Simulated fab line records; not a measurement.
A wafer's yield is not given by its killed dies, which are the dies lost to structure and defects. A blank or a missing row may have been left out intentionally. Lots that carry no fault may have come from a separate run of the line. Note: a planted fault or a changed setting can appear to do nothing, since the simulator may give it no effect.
Which tool did it? :: flow n5 finfet :: 12 lots, 36 wafers sampled, at 4 steps of a route of 1938

WHAT EACH GAUGE READ, for each wafer
N5_BEOL_M12_CD_MEAS_28: target cd 160.2 nm.
lot: L074
measured: day 10 08:29
on: cd sem-01
cd nm (nm): 162.6 159.9 157.9

lot: L077
measured: day 11 07:31
on: cd sem-01
cd nm (nm): 157.0 160.3 161.8

lot: L080
measured: day 11 22:04
on: cd sem-01
cd nm (nm): 161.6 160.3 159.8

lot: L082
measured: day 12 02:11
on: cd sem-01
cd nm (nm): 161.6 158.4 161.0

lot: L083
measured: day 12 18:54
on: cd sem-03
cd nm (nm): 160.9 160.3 161.3

lot: L086
measured: day 13 04:40
on: cd sem-02
cd nm (nm): 157.6 162.7 161.8

lot: L087
measured: day 13 15:44
on: cd sem-01
cd nm (nm): 159.2 160.4 158.0

lot: L090
measured: day 14 10:08
on: cd sem-02
cd nm (nm): 161.7 159.8 160.4

lot: L091
measured: day 14 23:41
on: cd sem-02
cd nm (nm): 157.9 159.7 156.8

lot: L093
measured: day 15 05:31
on: cd sem-03
cd nm (nm): 163.4 162.8 159.1

lot: L095
measured: day 15 17:15
on: cd sem-03
cd nm (nm): 156.9 161.3 159.9

lot: L097
measured: day 16 07:38
on: cd sem-02
cd nm (nm): 159.3 161.1 158.9

TOOL THAT RAN EACH LOT (tool first, then ch and the chambers of the sampled wafers, then the start)
lot: L074
N5_BEOL_M10_SURFACE_TREAT_76: pvd sputter-01, day 9 21:19
N5_BEOL_M11_PRE_CLEAN_45: pvd sputter-03, day 10 05:04
N5_BEOL_M11_DEP_56: pecvd-01 ch 0,1, day 10 06:41

lot: L077
N5_BEOL_M10_SURFACE_TREAT_76: pvd sputter-03, day 10 20:43
N5_BEOL_M11_PRE_CLEAN_45: pvd sputter-02, day 11 03:11
N5_BEOL_M11_DEP_56: pecvd-04 ch 0,1, day 11 05:56

lot: L080
N5_BEOL_M10_SURFACE_TREAT_76: pvd sputter-03, day 11 09:53
N5_BEOL_M11_PRE_CLEAN_45: pvd sputter-03, day 11 17:31
N5_BEOL_M11_DEP_56: pecvd-01 ch 1,2, day 11 20:17

lot: L082
N5_BEOL_M10_SURFACE_TREAT_76: pvd sputter-03, day 11 16:19
N5_BEOL_M11_PRE_CLEAN_45: pvd sputter-02, day 11 20:59
N5_BEOL_M11_DEP_56: pecvd-04 ch 0,1,2, day 12 00:28

lot: L083
N5_BEOL_M10_SURFACE_TREAT_76: pvd sputter-03, day 12 08:59
N5_BEOL_M11_PRE_CLEAN_45: pvd sputter-03, day 12 15:26
N5_BEOL_M11_DEP_56: pecvd-01 ch 0,2, day 12 17:16

lot: L086
N5_BEOL_M10_SURFACE_TREAT_76: pvd sputter-03, day 12 18:04
N5_BEOL_M11_PRE_CLEAN_45: pvd sputter-03, day 13 00:51
N5_BEOL_M11_DEP_56: pecvd-04 ch 0,2, day 13 02:45

lot: L087
N5_BEOL_M10_SURFACE_TREAT_76: pvd sputter-02, day 13 04:48
N5_BEOL_M11_PRE_CLEAN_45: pvd sputter-02, day 13 12:28
N5_BEOL_M11_DEP_56: pecvd-02 ch 0,2, day 13 14:01

lot: L090
N5_BEOL_M10_SURFACE_TREAT_76: pvd sputter-03, day 13 22:17
N5_BEOL_M11_PRE_CLEAN_45: pvd sputter-02, day 14 05:59
N5_BEOL_M11_DEP_56: pecvd-02 ch 0,2, day 14 08:38

lot: L091
N5_BEOL_M10_SURFACE_TREAT_76: pvd sputter-02, day 14 14:17
N5_BEOL_M11_PRE_CLEAN_45: pvd sputter-01, day 14 19:02
N5_BEOL_M11_DEP_56: pecvd-04 ch 0,1,2, day 14 22:05

lot: L093
N5_BEOL_M10_SURFACE_TREAT_76: pvd sputter-03, day 14 18:28
N5_BEOL_M11_PRE_CLEAN_45: pvd sputter-03, day 15 01:49
N5_BEOL_M11_DEP_56: pecvd-04 ch 0,1,2, day 15 03:24

lot: L095
N5_BEOL_M10_SURFACE_TREAT_76: pvd sputter-01, day 15 06:33
N5_BEOL_M11_PRE_CLEAN_45: pvd sputter-01, day 15 13:53
N5_BEOL_M11_DEP_56: pecvd-02 ch 1,2, day 15 15:38

lot: L097
N5_BEOL_M10_SURFACE_TREAT_76: pvd sputter-03, day 15 14:27
N5_BEOL_M11_PRE_CLEAN_45: pvd sputter-02, day 16 03:58
N5_BEOL_M11_DEP_56: pecvd-01 ch 1,2, day 16 06:03
- N5_BEOL_M10_SURFACE_TREAT_76
- N5_BEOL_M11_PRE_CLEAN_45: time 30 s.
- N5_BEOL_M11_DEP_56: deposits SiCN from 3MS/NH3, target thk 30 nm, time 10.5 s.

THE ANSWER, worked out from the rows above alone
Rule: the lots themselves supply what counts as usual. Put in order of their means at a reading, lots are off if they are a third of the lots or fewer, leave a main group of 4 or more, and stand apart from it by a gap of 3 or more times the standard deviation of the main group's means; of several such gaps the widest counts. A main group whose means are all the same, to the digits that the tables above print for the reading, isn't used. A lot without any number at a reading at which 4 lots or more have one is off too. All remaining lots with rows at the step are treated as sound.
No lot is off on any of the readings shown, so nothing can be concluded from this.

WHAT WAS PUT IN BY THE SIMULATOR
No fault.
